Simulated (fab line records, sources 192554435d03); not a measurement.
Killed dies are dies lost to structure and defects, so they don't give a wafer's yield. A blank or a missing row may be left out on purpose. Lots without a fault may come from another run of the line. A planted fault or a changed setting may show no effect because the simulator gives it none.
fab line records | flow n5_finfet
record lots=4 wafers=11 last_day=17
route steps=1938 shown BEOL_M0_SAQP@652 BEOL_M4@1111 PASSIVATION@1936
lots that met no fault: from a run of the same line without faults
start_h: hours from the record's first day to the start of the lot's first wafer shown | wait_h: hours since the lot's step before | " the same as in the row above | L1.1+2: a row that stands for several wafers | - no value, or no start given | * or withheld: withheld | < > ~ a bound
route shown NAME@n: a module of which the file shows steps, and the number in the route of the first | usual: mean/standard deviation of fault-free wafers | same: alike in all rows | chamber/n: place in a boat | sites: the reading at each site | _std_site: their standard deviation | _edge_site: outer sites' mean less inner sites' | radius_mm: how far each site lies from the wafer's centre | mask NAME#n: copy n | behind: the tool/chamber that last shaped the wafer | hold: why the lot was held/for how many hours/how that ended | device: the transistor (n, p or np) that didn't switch | end of line: the same wafers' tests at the end of the route | a step without rows: its recipe alone | killed: dies lost to structure and defects at the first sort, not the wafer's yield | map: a wafer's dies, x killed, . not, _ none there
set.NAME: the setting as run; set.NAME@STEP: as run at that earlier step | model.NAME: the simulator's own value behind a step, which no gauge read
lots at some steps of the route; a table a step, a row a wafer
services: from which hour (start_h, from the record's first day; less than 0 if before it) a tool's chamber was out of use, for how many hours, and why
## steps
# step N5_BEOL_M0_SAQP_DESCUM_19
# recipe chemistry=O2 time_s=7.9 source_power_w=50 bias_power_w=20 pressure_mtorr=20 rf_frequency_hz=2.712e+07 temp_c=40 resist=CAR-ArF o2_flow_sccm=225
# step N5_BEOL_M0_SAQP_ETCH_83
# recipe chemistry=CF4 target=SiARC target_depth_a=390 mask_material=CAR-ArF time_s=65 ion_energy_ev=80 pressure_mtorr=40 source_w=545 bias_w=36 Ar_flow_sccm=100 cf4_flow_sccm=100 ends=cleared
# step N5_BEOL_M0_SAQP_ETCH_84
# recipe chemistry=N2/H2 target=SOC target_depth_a=1000 overetch_a=200 mask_material=SiARC temp_c=40 time_s=150 ion_energy_ev=200 pressure_mtorr=30 source_w=840 bias_w=150 n2_flow_sccm=200 h2_flow_sccm=200
# step N5_BEOL_M0_SAQP_STRIP_80
# recipe chemistry=N2/H2 temp_c=40 n2_flow_sccm=200 h2_flow_sccm=200 rf_frequency_hz=6e+07
# step N5_BEOL_M0_SAQP_HM_OPEN_112
# recipe chemistry=CHF3/O2 target=SiO2 stop_on=a-Si target_depth_a=120 over_etch_frac=1.25 mask_material=SOC time_s=13.5 pressure_mtorr=30 source_w=650 bias_w=170 Ar_flow_sccm=200 CHF3_flow_sccm=50 O2_flow_sccm=5 ion_energy_ev=200 ends=end_point
# step N5_BEOL_M0_SAQP_STRIP_113
# recipe chemistry=CHF3/O2 resist=SiARC rf_frequency_hz=6e+07
# step N5_BEOL_M0_SAQP_MANDREL_ETCH_20
# recipe target_depth_a=600 chemistry=HBr/Cl2 target=a-Si stop_on=SiNx bt_time_s=10 mask_material=SOC over_etch_frac=0.5 time_s=30 pressure_mtorr=10 icp_w=800 bias_w=75 HBr_flow_sccm=150 Cl2_flow_sccm=80 ends=end_point
# step N5_BEOL_M0_SAQP_STRIP_86
# recipe chemistry=N2/H2 power_w=500 temp_c=40 pressure_mtorr=50 rf_frequency_hz=6e+07 overash_fraction=0.3 bias_power_w=28 h2_frac=0.5 n2_flow_sccm=300 h2_flow_sccm=300
# step N5_BEOL_M0_SAQP_STRIP_115
# recipe chemistry=post_etch_residue_remover time_s=60 temp_c=25 remover_ph=withheld remover_water_wt_pct=withheld remover_fluoride_wt_pct=withheld
# step N5_BEOL_M0_SAQP_SRD_93
# recipe dry=ipa_marangoni time_s=30 temp_c=23 rinse_liquid=diw
# step N5_BEOL_M0_SAQP_RECESS_114
# recipe chemistry=HF/NH3 target=SiO2 target_depth_a=144 afs_cycles=3 temp_c=30 sublimation_temp_c=180 sublimation_time_s=60
# step N5_BEOL_M0_SAQP_SPACER1_ALD_98
# recipe material=SiO2 target_thk_a=128 temp_c=300 ald_precursor_family=BDEAS ald_co_reactant=O2-plasma pulse_time_s=1 purge_time_s=2 co_reactant_purge_time_s=2 ald_cycles=138 pressure_torr=2
# usual ald_cycles=138/0 heater_power_w=456/39 precursor_pulse_height_rel=1.000/0.02
# same co_reactant_purge_time_s=2
# columns lot.wafer tool chamber start_h wait_h ald_cycles heater_power_w precursor_pulse_height_rel model.SiO2_of_BEOL_M0_SAQP_SPACER1_ALD_98.thk_nm
L669.1 ald_sin-03 1 152.97 0.3 138 394 1.015 12.8
L669.4 " 0 " " 138 506 1.029 12.8
L669.6 " 0 " " 138 510 0.948 12.8
L681.1 ald_sin-03 0 227.27 0.3 138 515 0.991 12.8
L681.3 " 3 " " 198 473 0.998 18.4
L681.5 " 1 " " 138 389 1.014 13
L684.3 ald_sin-03 3 240.46 0.1 198 478 0.993 18.4
L684.6 " 3 " " 198 457 1.026 18.4
L685.2 ald_sin-02 2 244.31 0.3 138 467 1.009 12.8
L685.4 " 0 " " 138 437 1.019 12.8
L685.6 " 2 " " 138 479 1.026 12.8
# step N5_BEOL_M0_SAQP_SPACER1_ETCHBACK_99
# recipe chemistry=CHF3/O2 mode=anisotropic_etchback target=SiO2 target_depth_a=154 time_s=7.7 pressure_mtorr=30 source_w=650 bias_w=170 Ar_flow_sccm=200 CHF3_flow_sccm=50 O2_flow_sccm=5 ion_energy_ev=200
# step N5_BEOL_M0_SAQP_MANDREL1_REMOVE_100
# recipe chemistry=HBr/Cl2/O2 bt_time_s=10 target=a-Si stop_on=SiNx endpoint=OES-SiCl over_etch_frac=0.85 icp_w=600 bias_w=30 HBr_flow_sccm=150 Cl2_flow_sccm=80 O2_flow_sccm=5 pressure_mtorr=10
# usual O2_flow_sccm=4.999/0.014 chamber_pressure_mTorr=10.001/0.0095 drypump_motor_current_A=5.9/0.4 oes_product_au=1.001/0.016 throttle_valve_pct=36.6/0.41
# columns lot.wafer tool chamber start_h wait_h O2_flow_sccm chamber_pressure_mTorr drypump_motor_current_A oes_product_au rf_hours_counter_h throttle_valve_pct model.SiO2_of_BEOL_M0_SAQP_SPACER1_ALD_98.thk_nm model.BEOL_M0_SAQP.cd_nm
L669.1 rie_si-01 0 153.72 0.1 5.023 10.011 6.8 1.007 132 36.8 7.4 12.8
L669.4 " 3 " " 4.989 10.005 5.7 0.977 162 37.1 7.4 13
L669.6 " 3 " " 5.001 9.999 5.7 0.970 - 37.1 7.4 13
L681.1 rie_si-05 0 227.84 0.1 5.022 9.999 5.8 1.001 25 36.5 7.4 12.8
L681.3 " 2 " " 4.990 10.001 6.4 1.009 171 37.4 13 18.2
L681.5 " 2 " " 4.991 9.998 6.4 1.001 - 37.4 7.6 12.8
L684.3 rie_si-05 1 241.02 0.1 5.006 10.007 5.8 1.021 11 36.1 13 18.6
L684.6 " 0 " " 4.973 9.993 5.9 1.014 - 36.5 13.2 18.4
L685.2 rie_si-01 3 244.87 0.1 5.007 9.986 5.7 0.985 163 37.1 7.4 12.8
L685.4 " 0 " " 4.999 10.002 6.7 1.007 134 36.8 7.4 12.8
L685.6 " 3 " " 4.989 9.999 5.7 0.981 - 37.1 7.4 12.8
# step N5_BEOL_M0_SAQP_CD_MEAS_25
# recipe target_cd_nm=13.1 landing_energy_ev=1000 detector=se_inlens
# usual cd_nm=12.79/0.23
# columns lot.wafer tool chamber start_h wait_h cd_nm
L669.1 cd_sem-02 0 153.83 0.1 13.08
L669.4 " 0 " " 13.02
L669.6 " 0 " " 12.64
L681.1 cd_sem-01 0 227.94 0.1 12.61
L681.3 " 0 " " 18.34
L681.5 " 0 " " 12.80
L684.3 cd_sem-03 0 241.13 0.1 18.51
L684.6 " 0 " " 18.78
L685.2 cd_sem-03 0 244.98 0.1 12.50
L685.4 " 0 " " 12.84
L685.6 " 0 " " 13.12
# step N5_BEOL_M0_SAQP_ETCH_101
# recipe chemistry=CH3F/O2 target=SiNx mask_material=SiO2 target_depth_a=299 time_s=42.7 pressure_mtorr=30 source_w=395 bias_w=73 Ar_flow_sccm=150 CH3F_flow_sccm=30 O2_flow_sccm=20 ion_energy_ev=120
# step N5_BEOL_M0_SAQP_ETCH_102
# recipe chemistry=CF4 target=SiO2 target_depth_a=40 ion_energy_ev=350 time_s=4.4 pressure_mtorr=10 icp_w=800 bias_w=400 cf4_flow_sccm=80
# step N5_BEOL_M0_SAQP_MANDREL_ETCH_103
# recipe chemistry=HBr/Cl2 target=a-Si target_depth_a=450 bt_time_s=10 stop_on=SiCN mask_material=SiO2 over_etch_frac=0.8 time_s=27 pressure_mtorr=10 icp_w=800 bias_w=75 HBr_flow_sccm=150 Cl2_flow_sccm=80 ends=end_point
# step N5_BEOL_M0_SAQP_RECESS_104
# recipe chemistry=HF/NH3 target=SiO2 target_depth_a=180 afs_cycles=3 temp_c=30 sublimation_temp_c=180 sublimation_time_s=60
# step N5_BEOL_M0_SAQP_COAT_105
# recipe resist=SOC temp_c=250 time_s=60 spin_rpm=1500 resist_thk_nm=100
# step N5_BEOL_M0_SAQP_ETCH_106
# recipe chemistry=N2/H2 target=SOC target_depth_a=1500 stop_on=SiNx ion_energy_ev=100 bias_w=61 pressure_mtorr=30 source_w=850 n2_flow_sccm=200 h2_flow_sccm=200
# step N5_BEOL_M0_SAQP_ETCH_107
# recipe chemistry=CH3F/O2 target=SiNx target_depth_a=300 mask_material=SOC pressure_mtorr=30 source_w=395 bias_w=73 Ar_flow_sccm=150 CH3F_flow_sccm=30 O2_flow_sccm=20 ion_energy_ev=120
# step N5_BEOL_M0_SAQP_STRIP_108
# recipe chemistry=N2/H2 power_w=500 temp_c=40 pressure_mtorr=50 rf_frequency_hz=6e+07 overash_fraction=0.3 bias_power_w=28 h2_frac=0.5 n2_flow_sccm=300 h2_flow_sccm=300
# step N5_BEOL_M0_SAQP_RECESS_109
# recipe chemistry=HF/NH3 target=SiO2 target_depth_a=30 afs_cycles=1 temp_c=30 sublimation_temp_c=180 sublimation_time_s=60
# step N5_BEOL_M0_SAQP_SPACER2_ALD_26
# recipe material=SiO2 target_thk_a=150 temp_c=300 ald_precursor_family=BDEAS ald_co_reactant=O2-plasma pulse_time_s=1 purge_time_s=2 co_reactant_purge_time_s=2 pressure_torr=2
# step N5_BEOL_M0_SAQP_SPACER2_ETCHBACK_27
# recipe chemistry=CHF3/O2 mode=anisotropic_etchback target=SiO2 target_depth_a=225 time_s=11.25 pressure_mtorr=30 source_w=650 bias_w=170 Ar_flow_sccm=200 CHF3_flow_sccm=50 O2_flow_sccm=5 ion_energy_ev=200
# step N5_BEOL_M0_SAQP_MANDREL2_REMOVE_110
# recipe chemistry=HBr/Cl2/O2 bt_time_s=10 target=a-Si stop_on=SiCN endpoint=OES-SiCl over_etch_frac=1 icp_w=600 bias_w=30 HBr_flow_sccm=150 Cl2_flow_sccm=80 O2_flow_sccm=5 pressure_mtorr=10
# step N5_BEOL_M0_SAQP_COAT_69
# recipe resist=SOC temp_c=250 time_s=60 spin_rpm=1500 resist_thk_nm=90
# step N5_BEOL_M0_SAQP_COAT_72
# recipe resist=SiARC temp_c=220 time_s=60 spin_rpm=1500 resist_thk_nm=15
# step N5_BEOL_M0_SAQP_COAT_87
# recipe resist=underlayer temp_c=205 time_s=60 spin_rpm=1500 resist_thk_nm=5
# step N5_BEOL_M0_SAQP_COAT_34
# recipe resist=CAR-EUV spin_rpm=1500 resist_thk_nm=30
# step N5_BEOL_M0_SAQP_EBR_36
# recipe solvent=PGMEA ebr_width_mm=1.5
# step N5_BEOL_M0_SAQP_SOFTBAKE_35
# recipe temp_c=110 time_s=60 resist=CAR-EUV
# step N5_BEOL_M0_SAQP_EXPOSE_37
# recipe mask_id=M0_CUT1 na=0.33 source_shape=annular sigma_inner=0.35 sigma_outer=0.8 polarization=unpolarized target_cd_nm=30 dose_mj=44.75
# step N5_BEOL_M0_SAQP_PEB_38
# recipe peb_temp_c=100 peb_time_s=60 resist=CAR-EUV
# step N5_BEOL_M0_SAQP_DEVELOP_39
# recipe develop_time_s=30 developer=TMAH resist=CAR-EUV rinse_liquid=surfactant_rinse dry=air_spin dev_temp_c=23
# step N5_BEOL_M0_SAQP_DESCUM_45
# recipe chemistry=O2 time_s=7 source_power_w=50 bias_power_w=20 pressure_mtorr=20 rf_frequency_hz=2.712e+07 temp_c=40 resist=CAR-EUV o2_flow_sccm=225
# step N5_BEOL_M4_RC_MEAS_101
# usual DIBL_N=36.1/1.5 DIBL_P=36.1/1.9 IOFF_N=0.159/0.029 IOFF_P=0.21/0.038 ION_N=675/11 ION_P=464/8.1 SS_N=71.5/0.57 SS_P=73.3/0.64 VT_N=249/3.1 VT_P=-250/3.8
# columns lot.wafer tool chamber start_h wait_h DIBL_N[mV/V] DIBL_P[mV/V] IOFF_N[nA/um] IOFF_P[nA/um] ION_N[uA/um] ION_P[uA/um] SS_N[mV/dec] SS_P[mV/dec] VT_N[mV] VT_P[mV]
L669.1 prober-01 0 201.14 0.0 33.2 32.1 0.116 0.15 665 456 70.8 72.6 253 -255
L669.4 " 0 " " 35.0 34.2 0.127 0.17 653 446 70.1 72.8 252 -253
L669.6 " 0 " " 33.6 32.7 0.116 0.15 658 450 70.3 72.0 256 -255
L681.1 prober-01 0 276.70 0.0 35.8 37.2 0.159 0.21 658 458 72.3 74.1 251 -249
L681.5 " 0 " " 35.2 36.8 0.160 0.19 668 456 71.5 73.5 251 -251
L685.2 prober-01 0 321.60 0.2 36.2 37.9 0.192 0.27 679 475 71.6 74.0 246 -244
L685.4 " 0 " " 34.7 35.0 0.153 0.21 683 473 71.3 73.3 249 -250
L685.6 " 0 " " 36.2 36.5 0.183 0.23 682 463 71.3 74.1 248 -248
# step N5_PASSIVATION_PROBE_49
# usual defect_limited_yield=91.5/1.6 killed_at_M0_to_M3=33/10 killed_at_M4_up=13/5.6 killed_at_contacts=13/6 killed_at_front_end=39/12 killed_at_other=3.0/2.8 killed_dies=101/19 killed_on_rim=13/4 killed_open=65/13 killed_short=32/8.3 sort_bin_5_function=5.0/1 sort_bin_6_memory=3.1/0.69 sort_n_pass=1079/19 sort_yield_pct=91.5/1.6
# same gross_dies=1180 killed_at_back_side=0 sort_bin_4_leakage[%]=0 sort_bin_8_speed[%]=0
# columns lot.wafer tool chamber start_h wait_h defect_limited_yield[%] killed_at_M0_to_M3 killed_at_M4_up killed_at_contacts killed_at_front_end killed_at_other killed_dies killed_on_rim killed_open killed_short sort_bin_5_function[%] sort_bin_6_memory[%] sort_n_pass sort_yield_pct[%]
L681.1 prober-01 - 381.26 0.0 90.3 34 20 12 46 3 115 13 82 32 5.9 3.5 1065 90.3
L681.3 prober-01 - 381.36 0.1 0 1141 8 5 24 2 1180 152 52 26 96.9 2.8 0 0
L681.5 prober-01 - 381.46 0.2 91.9 34 11 21 28 1 95 12 63 29 5.3 2.4 1085 91.9
L684.3 prober-02 - 414.92 0.1 0 1113 11 6 43 7 1180 152 53 36 97.0 2.5 0 0
L684.6 prober-02 - 415.07 0.3 0 1122 18 8 31 1 1180 152 51 40 97.3 2.4 0 0
L685.2 prober-01 - 416.26 0.1 92.2 15 16 15 41 5 92 18 57 30 4.7 2.9 1088 92.2
L685.4 prober-01 - 416.36 0.2 91.2 25 10 17 52 0 104 10 69 33 4.9 3.6 1076 91.2
L685.6 prober-01 - 416.46 0.3 92.3 26 12 15 37 1 91 13 70 20 4.8 2.6 1089 92.3
# killed by level:class
L681.1 BEOL_M4:geometric_particle:open=13 FIN_SAQP:geometric_particle:open=10 BEOL_M3:geometric_particle:open=9 FIN_SAQP:geometric_particle:short=8 MOL_CONTACT_COAG:geometric_particle:open=8 BEOL_M1:geometric_particle:open=7 STI_FIN_REVEAL:geometric_particle:open=6 ILD0:geometric_particle:open=5
L681.3 BEOL_M0_SAQP:area_ald=1099 BEOL_M0_SAQP:geometric_particle:short=10 BEOL_M0_SAQP:geometric_particle:open=8 BEOL_M2:geometric_particle:open=8 BEOL_M3:geometric_particle:open=7 BEOL_M1:geometric_particle:open=6 FIN_SAQP:geometric_particle:short=4 STARTING-WAFER:geometric_particle:open=4
L681.5 MOL_CONTACT_COAG:geometric_particle:open=18 BEOL_M1:geometric_particle:open=9 BEOL_M3:geometric_particle:open=9 FIN_SAQP:geometric_particle:short=8 BEOL_M2:geometric_particle:open=5 BEOL_M4:geometric_particle:open=4 FIN_SAQP:geometric_particle:open=3 GATE_CUT:geometric_particle:short=3
L684.3 BEOL_M0_SAQP:area_ald=1091 FIN_SAQP:geometric_particle:short=13 STI_FIN_REVEAL:geometric_particle:open=13 BEOL_M4:geometric_particle:open=7 FIN_SAQP:geometric_particle:open=6 BEOL_M1:geometric_particle:open=5 MOL_CONTACT_COAG:geometric_particle:open=4 BEOL_M3:geometric_particle:open=4
L684.6 BEOL_M0_SAQP:area_ald=1089 BEOL_M0_SAQP:geometric_particle:open=10 BEOL_M0_SAQP:geometric_particle:short=10 FIN_SAQP:geometric_particle:short=8 MOL_CONTACT_COAG:geometric_particle:open=8 STI_FIN_REVEAL:geometric_particle:open=7 BEOL_M5:geometric_particle:short=6 BEOL_M3:geometric_particle:open=4
L685.2 STI_FIN_REVEAL:geometric_particle:open=10 MOL_CONTACT_COAG:geometric_particle:open=9 FIN_SAQP:geometric_particle:open=8 MOL_CONTACT_COAG:geometric_particle:short=6 BEOL_M0_SAQP:geometric_particle:short=6 BEOL_M4:geometric_particle:open=6 FIN_SAQP:geometric_particle:short=4 STI_FIN_REVEAL:geometric_particle:short=4
L685.4 STI_FIN_REVEAL:geometric_particle:open=16 MOL_CONTACT_COAG:geometric_particle:open=15 FIN_SAQP:geometric_particle:open=9 BEOL_M0_SAQP:geometric_particle:short=7 BEOL_M2:geometric_particle:open=5 FIN_SAQP:geometric_particle:short=4 STI_FIN_REVEAL:geometric_particle:short=4 BEOL_M0_SAQP:geometric_particle:open=4
L685.6 MOL_CONTACT_COAG:geometric_particle:open=11 STI_FIN_REVEAL:geometric_particle:open=9 BEOL_M1:geometric_particle:open=9 BEOL_M4:geometric_particle:open=7 BEOL_M3:geometric_particle:open=6 FIN_SAQP:geometric_particle:open=5 MOL_CONTACT_COAG:geometric_particle:short=4 BEOL_M2:geometric_particle:open=4
# map L681.3 (x killed, . not)
_________________xxxxxxxxxxxx________________
______________xxxxxxxxxxxxxxxxxx_____________
___________xxxxxxxxxxxxxxxxxxxxxxxx__________
__________xxxxxxxxxxxxxxxxxxxxxxxxxx_________
________xxxxxxxxxxxxxxxxxxxxxxxxxxxxxx_______
_______xxxxxxxxxxxxxxxxxxxxxxxxxxxxxxxx______
______xxxxxxxxxxxxxxxxxxxxxxxxxxxxxxxxxx_____
_____xxxxxxxxxxxxxxxxxxxxxxxxxxxxxxxxxxxx____
____xxxxxxxxxxxxxxxxxxxxxxxxxxxxxxxxxxxxxx___
___xxxxxxxxxxxxxxxxxxxxxxxxxxxxxxxxxxxxxxxx__
___xxxxxxxxxxxxxxxxxxxxxxxxxxxxxxxxxxxxxxxx__
__xxxxxxxxxxxxxxxxxxxxxxxxxxxxxxxxxxxxxxxxxx_
__xxxxxxxxxxxxxxxxxxxxxxxxxxxxxxxxxxxxxxxxxx_
_xxxxxxxxxxxxxxxxxxxxxxxxxxxxxxxxxxxxxxxxxxxx
_xxxxxxxxxxxxxxxxxxxxxxxxxxxxxxxxxxxxxxxxxxxx
_xxxxxxxxxxxxxxxxxxxxxxxxxxxxxxxxxxxxxxxxxxxx
_xxxxxxxxxxxxxxxxxxxxxxxxxxxxxxxxxxxxxxxxxxxx
_xxxxxxxxxxxxxxxxxxxxxxxxxxxxxxxxxxxxxxxxxxxx
_xxxxxxxxxxxxxxxxxxxxxxxxxxxxxxxxxxxxxxxxxxxx
_xxxxxxxxxxxxxxxxxxxxxxxxxxxxxxxxxxxxxxxxxxxx
_xxxxxxxxxxxxxxxxxxxxxxxxxxxxxxxxxxxxxxxxxxxx
__xxxxxxxxxxxxxxxxxxxxxxxxxxxxxxxxxxxxxxxxxx_
__xxxxxxxxxxxxxxxxxxxxxxxxxxxxxxxxxxxxxxxxxx_
___xxxxxxxxxxxxxxxxxxxxxxxxxxxxxxxxxxxxxxxx__
___xxxxxxxxxxxxxxxxxxxxxxxxxxxxxxxxxxxxxxxx__
____xxxxxxxxxxxxxxxxxxxxxxxxxxxxxxxxxxxxxx___
_____xxxxxxxxxxxxxxxxxxxxxxxxxxxxxxxxxxxx____
______xxxxxxxxxxxxxxxxxxxxxxxxxxxxxxxxxx_____
_______xxxxxxxxxxxxxxxxxxxxxxxxxxxxxxxx______
________xxxxxxxxxxxxxxxxxxxxxxxxxxxxxx_______
__________xxxxxxxxxxxxxxxxxxxxxxxxxx_________
___________xxxxxxxxxxxxxxxxxxxxxxxx__________
______________xxxxxxxxxxxxxxxxxx_____________
_________________xxxxxxxxxxxx________________
# map L684.3 (x killed, . not)
_________________xxxxxxxxxxxx________________
______________xxxxxxxxxxxxxxxxxx_____________
___________xxxxxxxxxxxxxxxxxxxxxxxx__________
__________xxxxxxxxxxxxxxxxxxxxxxxxxx_________
________xxxxxxxxxxxxxxxxxxxxxxxxxxxxxx_______
_______xxxxxxxxxxxxxxxxxxxxxxxxxxxxxxxx______
______xxxxxxxxxxxxxxxxxxxxxxxxxxxxxxxxxx_____
_____xxxxxxxxxxxxxxxxxxxxxxxxxxxxxxxxxxxx____
____xxxxxxxxxxxxxxxxxxxxxxxxxxxxxxxxxxxxxx___
___xxxxxxxxxxxxxxxxxxxxxxxxxxxxxxxxxxxxxxxx__
___xxxxxxxxxxxxxxxxxxxxxxxxxxxxxxxxxxxxxxxx__
__xxxxxxxxxxxxxxxxxxxxxxxxxxxxxxxxxxxxxxxxxx_
__xxxxxxxxxxxxxxxxxxxxxxxxxxxxxxxxxxxxxxxxxx_
_xxxxxxxxxxxxxxxxxxxxxxxxxxxxxxxxxxxxxxxxxxxx
_xxxxxxxxxxxxxxxxxxxxxxxxxxxxxxxxxxxxxxxxxxxx
_xxxxxxxxxxxxxxxxxxxxxxxxxxxxxxxxxxxxxxxxxxxx
_xxxxxxxxxxxxxxxxxxxxxxxxxxxxxxxxxxxxxxxxxxxx
_xxxxxxxxxxxxxxxxxxxxxxxxxxxxxxxxxxxxxxxxxxxx
_xxxxxxxxxxxxxxxxxxxxxxxxxxxxxxxxxxxxxxxxxxxx
_xxxxxxxxxxxxxxxxxxxxxxxxxxxxxxxxxxxxxxxxxxxx
_xxxxxxxxxxxxxxxxxxxxxxxxxxxxxxxxxxxxxxxxxxxx
__xxxxxxxxxxxxxxxxxxxxxxxxxxxxxxxxxxxxxxxxxx_
__xxxxxxxxxxxxxxxxxxxxxxxxxxxxxxxxxxxxxxxxxx_
___xxxxxxxxxxxxxxxxxxxxxxxxxxxxxxxxxxxxxxxx__
___xxxxxxxxxxxxxxxxxxxxxxxxxxxxxxxxxxxxxxxx__
____xxxxxxxxxxxxxxxxxxxxxxxxxxxxxxxxxxxxxx___
_____xxxxxxxxxxxxxxxxxxxxxxxxxxxxxxxxxxxx____
______xxxxxxxxxxxxxxxxxxxxxxxxxxxxxxxxxx_____
_______xxxxxxxxxxxxxxxxxxxxxxxxxxxxxxxx______
________xxxxxxxxxxxxxxxxxxxxxxxxxxxxxx_______
__________xxxxxxxxxxxxxxxxxxxxxxxxxx_________
___________xxxxxxxxxxxxxxxxxxxxxxxx__________
______________xxxxxxxxxxxxxxxxxx_____________
_________________xxxxxxxxxxxx________________
## services
# columns tool chamber start_h hours kind
rie_si-05 2 142.00 35.5 repair
ald_sin-02 2 142.13 17.0 repair
rie_si-01 1 145.51 2.4 repair
rie_si-05 - 149.31 2.8 pm
ald_sin-02 3 197.40 3.8 repair
rie_si-05 3 213.71 - clean
rie_si-05 3 213.71 17.5 scheduled_down
rie_si-05 3 213.71 17.5 vent_cycle
## key
first_sign step=N5_BEOL_M0_SAQP_SPACER1_ALD_98 reading=ald_cycles direction=up sigmas=99+ usual=* struck=*
effect step=N5_BEOL_M0_SAQP_CD_MEAS_25 reading=cd_nm direction=up sigmas=25 usual=12.79 struck=18.54
effect step=N5_PASSIVATION_PROBE_49 reading=killed_at_M0_to_M3 direction=up sigmas=99+ usual=33 struck=1125
model_effect step=N5_BEOL_M0_SAQP_SPACER1_ALD_98 value=SiO2_of_BEOL_M0_SAQP_SPACER1_ALD_98.thk_nm without=12.87 struck=18.4
model_effect step=N5_BEOL_M0_SAQP_MANDREL1_REMOVE_100 value=SiO2_of_BEOL_M0_SAQP_SPACER1_ALD_98.thk_nm without=7.533 struck=13.07
more_kills_born_at N5_BEOL_M0_SAQP_SPACER1_ALD_98@ald_sin-03=3279
met_at N5_BEOL_M0_SAQP_SPACER1_ALD_98
struck_wafers L681.3,L684.3,L684.6
later_rows_left_out L681.3,L684.3,L684.6
onset_between 152.97 227.27
earlier_fault kind=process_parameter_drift tool=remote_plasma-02 chamber=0 onset_h=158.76 steps=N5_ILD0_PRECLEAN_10 channel=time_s offset=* shape=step end_h=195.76 acts_in=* stated=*
fault kind=process_parameter_drift tool=ald_sin-03 chamber=- onset_h=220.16 steps=N5_BEOL_M0_SAQP_SPACER1_ALD_98 channel=ald_cycles offset=* shape=step end_h=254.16 scope=struck_wafers_only acts_in=* stated=*
# later_rows_left_out: the simulator's readings of these wafers behind a module that went badly wrong aren't trusted and aren't shown, but for the sort
